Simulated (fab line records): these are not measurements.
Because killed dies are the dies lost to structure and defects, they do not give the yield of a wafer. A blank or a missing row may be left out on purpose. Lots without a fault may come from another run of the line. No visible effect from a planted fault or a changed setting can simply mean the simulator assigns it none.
fab line records -- flow nand_harc
record: lots: 6, wafers: 18, last_day: 24
route steps=1159 shown P_M0@264 END@1159
lots untouched by any fault: they come from a run of this same line in which no faults occurred
start_h: hours from the record's first day to the start of the lot's first wafer shown -- wait_h: hours since the lot's step before -- " unchanged from the row above -- L1.1+2: a row that stands for several wafers -- - value missing, or start not given -- * or withheld: withheld -- < > ~ a bound
route shown NAME@n: NAME is a module with steps in the file, n the number in the route of the first one -- usual: average and standard deviation across the fault-free wafers -- same: alike in all rows -- chamber/n: place in a boat -- sites: readings site by site -- _std_site: how widely they spread, as a standard deviation -- _edge_site: mean of outer sites minus mean of inner sites -- radius_mm: how far each site lies from the wafer's centre -- mask NAME#n: copy n -- behind: the most recent tool/chamber to have shaped the wafer -- hold: the reason the lot was held/the length of the hold in hours/how it ended -- device: the transistor (n, p or np) that didn't switch -- end of line: the route-end tests of the same wafers -- where a step has no rows: the recipe by itself -- killed: the dies lost at the first sort to structure and to defects; this is not the yield of the wafer -- map: dies across one wafer; x = killed, . = not, _ = none there
set.NAME: setting as actually run; set.NAME@STEP: the setting as run at that earlier step -- model.NAME: the simulator's own value behind a step, which no gauge read
a table for each step, a row for each wafer; lots at some steps of the route
services: the hour from which a tool's chamber was out of use, counted from the record's first day as start_h (under 0 if before that day), plus the number of hours and why
== steps ==
step: NHARC_P_M0_OVL_MEAS_10
recipe: pitch_nm: 180
usual: overlay_x_nm: -0.2/0.89, overlay_y_nm: 0.0/0.95
lot.wafer,tool,chamber,start_h,wait_h,overlay_x_nm,overlay_y_nm
L398.3,overlay-02,-,121.78,-,0.4,-0.8
L398.4,overlay-02,-,121.78,-,0.1,-1.0
L398.5,overlay-02,-,121.78,-,0.4,-0.7
L397.2,overlay-02,-,131.12,-,0.0,0.0
L397.5,overlay-02,-,131.12,-,0.7,-0.6
L397.6,overlay-02,-,131.12,-,0.7,0.0
L403.3,overlay-02,-,161.89,-,1.0,-0.7
L403.4,overlay-02,-,161.89,-,0.8,-0.8
L403.5,overlay-02,-,161.89,-,0.0,-0.9
L405.3,overlay-02,-,166.58,-,-2.0,-0.4
L405.4,overlay-02,-,166.58,-,-1.9,-0.2
L405.5,overlay-02,-,166.58,-,-2.1,-1.4
L414.1,overlay-02,-,225.97,-,0.8,-0.5
L414.2,overlay-02,-,225.97,-,0.5,-0.9
L414.3,overlay-02,-,225.97,-,1.2,-0.5
L417.2,overlay-02,-,241.68,-,-0.2,0.5
L417.3,overlay-02,-,241.68,-,-0.8,1.0
L417.5,overlay-02,-,241.68,-,0.3,0.7
step: NHARC_P_M0_INSPECT_11
usual: raw_defect_count: 4.0/2.7
lot.wafer,tool,chamber,start_h,wait_h,raw_defect_count
L398.3,defect_inspect-01,-,121.82,0.0,4
L398.4,defect_inspect-01,-,121.82,0.0,1
L398.5,defect_inspect-01,-,121.82,0.0,2
L397.2,defect_inspect-02,-,131.15,0.0,12
L397.5,defect_inspect-02,-,131.15,0.0,4
L397.6,defect_inspect-02,-,131.15,0.0,6
L403.3,defect_inspect-01,-,161.93,0.0,3
L403.4,defect_inspect-01,-,161.93,0.0,4
L403.5,defect_inspect-01,-,161.93,0.0,6
L405.3,defect_inspect-01,-,166.61,0.0,3
L405.4,defect_inspect-01,-,166.61,0.0,5
L405.5,defect_inspect-01,-,166.61,0.0,1
L414.1,defect_inspect-01,-,226.00,0.0,3
L414.2,defect_inspect-01,-,226.00,0.0,5
L414.3,defect_inspect-01,-,226.00,0.0,5
L417.2,defect_inspect-02,-,241.72,0.0,4
L417.3,defect_inspect-02,-,241.72,0.0,4
L417.5,defect_inspect-02,-,241.72,0.0,4
step: NHARC_P_M0_DESCUM_14
recipe: time_s: 3, o2_flow_sccm: 200, ar_flow_sccm: 0, bias_power_w: 0, chemistry: O2
step: NHARC_P_M0_ETCH_34
recipe: target_depth_a: 400, overetch_a: 120, time_s: 43.94, ion_energy_ev: 200, n2_flow_sccm: 150, h2_flow_sccm: 150, ar_flow_sccm: 0, rf_w: 400, bias_w: 150, chemistry: N2/H2
usual: drypump_motor_current_A: 5.7/0.36, oes_product_au: 1.001/0.011, rf_vpp_V: 429.8/2.5, showerhead_plenum_p_Torr: 2.01/0.079, throttle_valve_pct: 14.171/0.0085
lot.wafer,tool,chamber,start_h,wait_h,drypump_motor_current_A,oes_product_au,rf_hours_counter_h,rf_vpp_V,showerhead_plenum_p_Torr,throttle_valve_pct
L398.4,rie_diel-11,0,121.98,0.1,5.1,1.021,5.4,432.2,2.06,14.182
L398.3,rie_diel-11,1,121.98,0.1,5.7,0.990,7.5,429.3,2.01,14.169
L398.5,rie_diel-11,2,121.98,0.1,5.4,1.012,-,425.7,1.90,14.174
L397.2,rie_diel-06,0,131.31,0.1,4.8,0.982,4.9,431.4,2.03,14.170
L397.5,rie_diel-06,0,131.31,0.1,4.8,0.969,-,430.7,2.03,14.182
L397.6,rie_diel-06,2,131.31,0.1,5.9,0.995,-,428.0,1.91,14.187
L403.3,rie_diel-11,1,162.08,0.1,5.7,0.975,10.9,429.1,2.01,14.172
L403.4,rie_diel-11,2,162.08,0.1,5.4,1.021,10.5,427.0,1.90,14.181
L403.5,rie_diel-11,3,162.08,0.1,6.0,0.984,-,428.0,1.98,14.179
L405.4,rie_diel-09,0,166.76,0.1,5.4,1.005,6.2,434.3,2.17,14.181
L405.3,rie_diel-09,1,166.76,0.1,5.7,1.001,6.5,429.7,2.02,14.164
L405.5,rie_diel-09,3,166.76,0.1,5.9,0.997,-,427.6,1.94,14.167
L414.2,rie_diel-09,0,226.15,0.1,5.5,1.011,8.4,435.2,2.17,14.181
L414.3,rie_diel-09,1,226.15,0.1,5.7,0.995,9.1,429.5,2.02,14.170
L414.1,rie_diel-09,2,226.15,0.1,5.8,1.009,9.3,430.6,2.07,14.172
L417.2,rie_diel-09,0,241.86,0.1,5.5,1.008,9.8,433.6,2.17,14.180
L417.3,rie_diel-09,1,241.86,0.1,5.7,0.993,10.6,428.8,2.02,14.152
L417.5,rie_diel-09,1,241.86,0.1,5.7,0.986,-,429.1,2.02,14.174
step: NHARC_P_M0_ETCH_15
recipe: target_depth_a: 1500, overetch_a: 150, time_s: 82.5, c4f8_flow_sccm: withheld, ar_flow_sccm: 400, rf_w: 600, bias_w: 300, chemistry: C4F8/Ar
usual: oes_product_au: 0.960/0.021, rf_vpp_V: 440.3/2.4
lot.wafer,tool,chamber,start_h,wait_h,oes_product_au,rf_hours_counter_h,rf_vpp_V
L398.4,rie_diel-11,1,-,-,0.913,7.5,439.6
L398.3,rie_diel-11,3,-,-,0.912,7.5,440.0
L398.5,rie_diel-11,0,-,-,0.978,-,440.4
L397.2,rie_diel-06,0,-,-,0.948,4.9,441.3
L397.5,rie_diel-06,1,-,-,0.968,-,439.3
L397.6,rie_diel-06,2,-,-,0.966,-,436.4
L403.3,rie_diel-11,3,-,-,0.900,10.9,440.5
L403.4,rie_diel-11,2,-,-,0.942,10.5,435.9
L403.5,rie_diel-11,3,-,-,0.905,-,439.4
L405.4,rie_diel-09,0,-,-,1.001,6.2,444.3
L405.3,rie_diel-09,1,-,-,0.970,6.5,440.4
L405.5,rie_diel-09,0,-,-,0.997,-,446.7
L414.1,rie_diel-09,0,-,-,0.976,8.4,444.5
L414.3,rie_diel-09,2,-,-,0.983,9.4,441.7
L414.2,rie_diel-09,3,-,-,0.967,8.7,437.6
L417.2,rie_diel-09,3,-,-,0.974,9.9,437.8
L417.3,rie_diel-09,1,-,-,0.946,10.6,440.4
L417.5,rie_diel-09,0,-,-,0.976,-,443.7
step: NHARC_P_M0_CD_MEAS_16
usual: cd_nm: 90.3/0.88
lot.wafer,tool,chamber,start_h,wait_h,cd_nm
L398.3,cd_sem-02,-,122.19,-,90.4
L398.4,cd_sem-02,-,122.19,-,89.1
L398.5,cd_sem-02,-,122.19,-,89.5
L397.2,cd_sem-02,-,131.56,-,91.1
L397.5,cd_sem-02,-,131.56,-,89.8
L397.6,cd_sem-02,-,131.56,-,90.2
L403.3,cd_sem-03,-,162.29,-,90.1
L403.4,cd_sem-03,-,162.29,-,90.1
L403.5,cd_sem-03,-,162.29,-,89.2
L405.3,cd_sem-02,-,166.97,-,89.1
L405.4,cd_sem-02,-,166.97,-,91.8
L405.5,cd_sem-02,-,166.97,-,90.3
L414.1,cd_sem-03,-,226.36,-,90.6
L414.2,cd_sem-03,-,226.36,-,90.3
L414.3,cd_sem-03,-,226.36,-,89.9
L417.2,cd_sem-01,-,242.08,-,90.3
L417.3,cd_sem-01,-,242.08,-,89.5
L417.5,cd_sem-01,-,242.08,-,89.4
step: NHARC_P_M0_STRIP_18
recipe: power_w: 1000, n2_flow_sccm: 150, h2_flow_sccm: 150, ar_flow_sccm: 0, bias_w: 0, chemistry: N2/H2
step: NHARC_P_M0_STRIP_19
recipe: time_s: 600, temp_c: 30, chemistry: post_etch_residue_remover
step: NHARC_P_M0_DEGAS_28
recipe: temp_c: 250, time_s: 60
usual: heater_power_w: 306/26, susceptor_temp_C: 249.99/0.19
lot.wafer,tool,chamber,start_h,wait_h,heater_power_w,susceptor_temp_C
L398.4,pvd_sputter-02,-,122.80,-,374,-
L398.3,pvd_sputter-02,-,122.80,-,292,-
L398.5,pvd_sputter-02,-,122.80,-,374,-
L397.2,pvd_sputter-03,-,132.22,-,329,249.92
L397.5,pvd_sputter-03,-,132.22,-,334,249.95
L397.6,pvd_sputter-03,-,132.22,-,296,249.89
L403.3,pvd_sputter-02,-,162.90,-,370,250.09
L403.4,pvd_sputter-02,-,162.90,-,308,250.04
L403.5,pvd_sputter-02,-,162.90,-,364,250.02
L405.4,pvd_sputter-02,-,167.59,-,295,249.53
L405.3,pvd_sputter-02,-,167.59,-,368,249.68
L405.5,pvd_sputter-02,-,167.59,-,294,249.86
L414.2,pvd_sputter-02,-,226.98,-,295,250.18
L414.3,pvd_sputter-02,-,226.98,-,315,249.72
L414.1,pvd_sputter-02,-,226.98,-,376,249.91
L417.2,pvd_sputter-03,-,242.69,-,264,249.76
L417.3,pvd_sputter-03,-,242.69,-,327,249.96
L417.5,pvd_sputter-03,-,242.69,-,329,250.21
step: NHARC_P_M0_PRE_CLEAN_29
recipe: time_s: 30, temp_c: 280, gas: H2/He
step: NHARC_P_M0_PVD_20
recipe: target_thk_a: 50, bias_v: 168.6, power_w: 15000, chamber_pressure_pa: 0.12, time_s: 8.06, substrate_temp_c: 50, material: TaN
step: NHARC_P_M0_PVD_21
recipe: target_thk_a: 300, chamber_pressure_pa: 5, power_w: 5000, substrate_temp_c: 30, time_s: 20.49, material: Cu
usual: cathode_dc_power_W: 5000.0/0.86, throttle_valve_pct: 29.7/1.2
lot.wafer,tool,chamber,start_h,wait_h,cathode_dc_power_W,throttle_valve_pct
L398.4,pvd_sputter-02,-,-,-,5000.3,30.2
L398.3,pvd_sputter-02,-,-,-,4998.6,30.2
L398.5,pvd_sputter-02,-,-,-,5000.2,31.2
L397.2,pvd_sputter-03,-,-,-,5000.1,29.2
L397.6,pvd_sputter-03,-,-,-,4998.7,28.3
L397.5,pvd_sputter-03,-,-,-,4999.5,30.6
L403.3,pvd_sputter-02,-,-,-,5000.5,30.2
L403.4,pvd_sputter-02,-,-,-,5001.0,30.2
L403.5,pvd_sputter-02,-,-,-,4999.4,29.8
L405.4,pvd_sputter-02,-,-,-,5000.4,30.5
L405.3,pvd_sputter-02,-,-,-,4999.9,30.9
L405.5,pvd_sputter-02,-,-,-,5000.2,29.9
L414.3,pvd_sputter-02,-,-,-,5001.1,29.9
L414.1,pvd_sputter-02,-,-,-,5000.3,30.3
L414.2,pvd_sputter-02,-,-,-,5000.5,30.9
L417.3,pvd_sputter-03,-,-,-,5000.0,29.4
L417.2,pvd_sputter-03,-,-,-,5001.3,29.7
L417.5,pvd_sputter-03,-,-,-,5001.3,29.2
step: NHARC_P_M0_ECD_22
recipe: target_thk_a: 4000, bath_temp_c: 25, material: Cu
lot.wafer,tool,chamber,start_h,wait_h
L398.4+3+5,ecd_cu-02,"0,1,0",123.26,-
L397.2+5+6,ecd_cu-01,"1,0,1",132.64,-
L403.3+4+5,ecd_cu-01,"1,0,1",163.45,-
L405.4+3+5,ecd_cu-01,"1,0,0",168.05,-
L414.2+1+3,ecd_cu-02,"0,1,1",227.34,-
L417.2+3+5,ecd_cu-02,"0,1,1",243.11,-
step: NHARC_P_M0_ANNEAL_30
recipe: temp_c: 225, time_s: 90
usual: wafer_temp_C_max: 226.4/0.37
lot.wafer,tool,chamber,start_h,wait_h,wafer_temp_C_max
L398.3,rtp_anneal-01,0,123.67,-,226.9
L398.4,rtp_anneal-01,0,123.67,-,226.5
L398.5,rtp_anneal-01,0,123.67,-,226.6
L397.2,rtp_anneal-02,0,133.31,-,226.0
L397.5,rtp_anneal-02,0,133.31,-,226.7
L397.6,rtp_anneal-02,0,133.31,-,226.0
L403.3,rtp_anneal-02,0,163.83,-,226.1
L403.4,rtp_anneal-02,0,163.83,-,225.9
L403.5,rtp_anneal-02,0,163.83,-,225.9
L405.3,rtp_anneal-01,0,168.44,-,226.2
L405.4,rtp_anneal-01,0,168.44,-,226.3
L405.5,rtp_anneal-01,0,168.44,-,226.7
L414.1,rtp_anneal-02,0,227.81,0.3,225.8
L414.2,rtp_anneal-02,0,227.81,0.3,226.4
L414.3,rtp_anneal-02,0,227.81,0.3,225.8
L417.2,rtp_anneal-02,0,243.49,-,226.5
L417.3,rtp_anneal-02,0,243.49,-,226.8
L417.5,rtp_anneal-02,0,243.49,-,226.2
step: NHARC_P_M0_CMP_23
recipe: t_overpolish_s: 20, target_thk_nm: 117.53
usual: motor_current_A: 11.9/1.2, retaining_ring_pressure_frac: 1.000/0.0048, time_to_endpoint_s: 29.1/2.4
same: t_overpolish_s: 20
lot.wafer,tool,chamber,start_h,wait_h,motor_current_A,retaining_ring_pressure_frac,time_to_endpoint_s
L398.4,cmp-04,2,123.94,-,10.2,0.992,27.7
L398.3,cmp-04,3,123.94,-,11.9,0.992,31.5
L398.5,cmp-04,2,123.94,-,9.9,0.992,28.3
L397.2,cmp-04,2,133.66,-,10.3,0.998,24.9
L397.5,cmp-04,0,133.66,-,10.5,1.002,26.5
L397.6,cmp-04,1,133.66,-,13.3,1.003,26.6
L403.4,cmp-03,1,164.07,-,11.5,1.000,46.7
L403.3,cmp-03,2,164.07,-,12.7,1.003,29.4
L403.5,cmp-03,2,164.07,-,12.7,1.000,31.3
L405.4,cmp-03,2,168.71,-,12.4,1.000,28.0
L405.3,cmp-03,3,168.71,-,11.9,1.001,45.1
L405.5,cmp-03,2,168.71,-,11.7,1.000,49.3
L414.3,cmp-03,2,228.16,-,12.0,1.002,30.9
L414.2,cmp-03,0,228.16,-,12.5,0.995,30.2
L414.1,cmp-03,1,228.16,-,11.8,1.001,29.0
L417.2,cmp-04,2,243.81,-,10.3,1.003,25.1
L417.3,cmp-04,0,243.81,-,10.7,1.000,31.9
L417.5,cmp-04,2,243.81,-,10.2,0.999,26.6
step: NHARC_P_M0_THK_MEAS_24
recipe: thk_meas_gauge: xrf
usual: thk_nm: 117.7/1.4
lot.wafer,tool,chamber,start_h,wait_h,thk_nm
L398.3,film_metro-02,-,124.23,-,118.4
L398.4,film_metro-02,-,124.23,-,115.8
L398.5,film_metro-02,-,124.23,-,115.2
L397.2,film_metro-02,-,133.92,-,118.6
L397.5,film_metro-02,-,133.92,-,116.4
L397.6,film_metro-02,-,133.92,-,117.2
L403.3,film_metro-02,-,164.39,-,120.2
L403.4,film_metro-02,-,164.39,-,116.2
L403.5,film_metro-02,-,164.39,-,119.8
L405.3,film_metro-01,-,168.99,-,116.4
L405.4,film_metro-01,-,168.99,-,119.3
L405.5,film_metro-01,-,168.99,-,120.4
L414.1,film_metro-02,-,228.47,-,118.7
L414.2,film_metro-02,-,228.47,-,117.6
L414.3,film_metro-02,-,228.47,-,119.1
L417.2,film_metro-01,-,244.10,-,119.1
L417.3,film_metro-01,-,244.10,-,119.1
L417.5,film_metro-01,-,244.10,-,117.8
step: NHARC_END_SORT_01
recipe: temp_c: 25
usual: defect_limited_yield: 95.4/1.4, killed_at_array: 27/9.3, killed_at_other: 0.9/1.3, killed_at_periphery: 3.6/2.7, killed_dies: 31/9.7, killed_open: 3.3/1.8, killed_short: 2.0/1.5, sort_bin_2_pct: 1.4/0.63, sort_bin_3_pct: 0.25/0.21, sort_bin_4_pct: 2.9/0.93, sort_n_pass: 646/9.7, sort_rim_yield_pct: 95/3.1, sort_yield_pct: 95.4/1.4
same: gross_dies: 677, sort_bin_5_pct[%]: 0, sort_bin_6_pct[%]: 0, sort_bin_7_pct[%]: 0, sort_bin_8_pct[%]: 0, sort_rim_n_gross: 106.00
lot.wafer,tool,chamber,start_h,wait_h,defect_limited_yield[%],killed_at_array,killed_at_other,killed_at_periphery,killed_dies,killed_open,killed_short,sort_bin_2_pct[%],sort_bin_3_pct[%],sort_bin_4_pct[%],sort_n_pass,sort_rim_yield_pct[%],sort_yield_pct[%]
L403.3,prober-02,0,497.14,3.0,96.5,23,0,1,24,2,4,1.0,0,2.5,653,94,96.5
L403.4,prober-02,0,497.92,3.3,94.5,32,1,4,37,8,0,1.2,0.44,3.8,640,92,94.5
L403.5,prober-02,0,498.70,3.6,96.0,23,0,4,27,5,1,1.0,0.44,2.5,650,93,96.0
L414.1,prober-02,0,541.01,2.5,95.3,30,0,2,32,2,1,1.2,0.15,3.4,645,97,95.3
L414.2,prober-02,0,541.82,2.8,94.1,39,0,1,40,3,1,1.5,0.15,4.3,637,97,94.1
L414.3,prober-02,0,542.63,3.1,95.3,27,2,3,32,2,0,1.2,0.44,3.1,645,98,95.3
killed by level:class
L403.3 A_CHANNEL_HOLE_D1:chamber_film_flake=10 A_STAIRCASE:chamber_film_flake=3 A_CONTACT:geometric_particle:short=2 A_WL_FILL:chamber_film_flake=2 A_CONTACT:chamber_film_flake=2 A_ONON_D1:geometric_particle:open=1 A_ONON_D1:geometric_particle:short=1 A_CHANNEL_FILL_D1:geometric_particle:short=1
L403.4 A_CHANNEL_HOLE_D1:chamber_film_flake=10 A_STAIRCASE:chamber_film_flake=6 A_WL_FILL:chamber_film_flake=5 A_CONTACT:chamber_film_flake=3 A_WL_FILL:geometric_particle:open=2 A_CONTACT:geometric_particle:open=2 A_M0:geometric_particle:open=2 P_M1:geometric_particle:open=1
L403.5 A_CHANNEL_HOLE_D1:chamber_film_flake=11 A_CONTACT:chamber_film_flake=5 P_M0:geometric_particle:open=3 A_WL_FILL:chamber_film_flake=2 P_M0:geometric_particle:short=1 A_ONON_D1:geometric_particle:open=1 A_CHANNEL_FILL_D1:geometric_particle:open=1 A_CHANNEL_FILL_D1:chamber_film_flake=1
L414.1 A_SLIT:chamber_film_flake=18 A_CHANNEL_HOLE_D1:chamber_film_flake=9 P_CONTACT:geometric_particle:open=1 A_WL_FILL:geometric_particle:short=1 A_CONTACT:geometric_particle:open=1 P_STI:chamber_film_flake=1 A_ZERO_WELL:chamber_film_flake=1
L414.2 A_SLIT:chamber_film_flake=21 A_CHANNEL_HOLE_D1:chamber_film_flake=10 A_CONTACT:chamber_film_flake=3 A_M0:geometric_particle:open=2 A_CHANNEL_HOLE_D1:geometric_particle:short=1 A_CONTACT:geometric_particle:open=1 P_STI:chamber_film_flake=1 A_ZERO_WELL:chamber_film_flake=1
L414.3 A_SLIT:chamber_film_flake=16 A_CHANNEL_HOLE_D1:chamber_film_flake=8 P_STI:chamber_film_flake=2 THIN_TSV:chamber_film_flake=2 P_M0:geometric_particle:open=1 A_M1:geometric_particle:open=1 A_STAIRCASE:chamber_film_flake=1 A_CONTACT:chamber_film_flake=1
== services ==
tool,chamber,start_h,hours,kind
pvd_sputter-03,-,102.05,10.0,pm
cmp-04,-,105.10,4.0,pm
rie_diel-06,-,109.20,0.7,repair
rie_diel-09,0,110.60,-,clean
rie_diel-09,1,110.60,-,clean
rie_diel-06,3,112.05,21.2,repair
cmp-03,-,119.21,0.5,repair
rie_diel-09,0,126.20,2.3,repair
cmp-03,-,158.41,4.0,pm
ecd_cu-02,-,173.03,0.3,repair
ecd_cu-02,-,180.00,8.0,pm
rie_diel-06,-,184.19,6.1,repair
pvd_sputter-02,-,187.60,2.7,repair
cmp-04,-,187.84,0.7,repair
rie_diel-11,-,189.50,9.0,pm
pvd_sputter-03,-,195.69,6.6,repair
cmp-04,-,196.91,1.4,repair
cmp-04,-,200.36,0.8,repair
cmp-04,-,203.10,4.0,pm
cmp-04,-,222.65,1.7,repair
ecd_cu-01,-,225.89,2.1,repair
pvd_sputter-03,-,226.36,4.4,repair
pvd_sputter-02,-,231.39,10.0,pm
rie_diel-06,-,241.20,9.0,pm
== key ==
first_sign: step: NHARC_P_M0_CMP_23, reading: time_to_endpoint_s, direction: up, sigmas: 7.4, usual: *, struck: *
effect none on later readings
met_at NHARC_P_M0_ECD_22
struck_wafers L403.4,L405.3,L405.5
onset_between 132.64 163.45
fault: kind: process_parameter_drift, tool: ecd_cu-01, chamber: 0, onset_h: 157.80, steps: NHARC_P_M0_ECD_22, channel: target_thk_a, offset: *, shape: step, end_h: 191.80, acts_in: *, stated: *
